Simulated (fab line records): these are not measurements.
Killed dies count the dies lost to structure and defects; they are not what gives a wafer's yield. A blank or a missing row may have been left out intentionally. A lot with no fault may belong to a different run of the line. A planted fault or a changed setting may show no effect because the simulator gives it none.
Chamber matching + flow n5-finfet + 4 sister chambers for N5_STI_FIN_REVEAL_CMP_04 on cmp-03
The step polishes, stops on Si3N4, t overpolish 4 s, target thk 131.83 nm. 4 wafers are shown with their chamber, then 8 later ones without.

== WAFERS PAIRED WITH THEIR CHAMBERS ==
| wafer  | chamber | motor-current-A (A) |
|--------|---------|---------------------|
| L083.1 | 2       | 7.1                 |
| L083.5 | 3       | 9.7                 |
| L083.6 | 0       | 9.2                 |
| L090.1 | 1       | 7.9                 |

== WAFERS WHOSE CHAMBER IS MISSING ==
| wafer  | motor-current-A (A) |
|--------|---------------------|
| L090.4 | 8.9                 |
| L090.5 | 7.1                 |
| L093.3 | 10.2                |
| L093.4 | 9.8                 |
| L093.6 | 7.3                 |
| L097.1 | 7.5                 |
| L097.2 | 9.3                 |
| L097.5 | 10.0                |

== THE CHAMBER EACH PASSED THROUGH ==
| wafer  | from the rows above     | in truth |
|--------|-------------------------|----------|
| L090.4 | can't be placed: 0 or 3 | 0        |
| L090.5 | 2                       | 2        |
| L093.3 | can't be placed: 3 or 0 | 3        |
| L093.4 | can't be placed: 3 or 0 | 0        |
| L093.6 | can't be placed: 2 or 1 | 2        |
| L097.1 | can't be placed: 1 or 2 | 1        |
| L097.2 | can't be placed: 0 or 3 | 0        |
| L097.5 | can't be placed: 3 or 0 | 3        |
Correct placement for 1 of the 8. Can't be placed from these rows: 7 (the true chamber is among the candidates in 7). Wrongly placed: 0.
How it was worked out, from the rows above alone: a wafer's distance from a chamber is the root of the sum, over the readings, of the square of ((its reading less the chamber's mean) divided by the reading's scatter). If the next closest chamber is less than 2 further off than the closest, the wafer can't be placed; otherwise it belongs to the closest. Each chamber's mean is taken over the wafers shown for it. The scatter: with one shown wafer a chamber, the root of the mean of the squares of how far each hidden wafer lies from its nearest shown one.
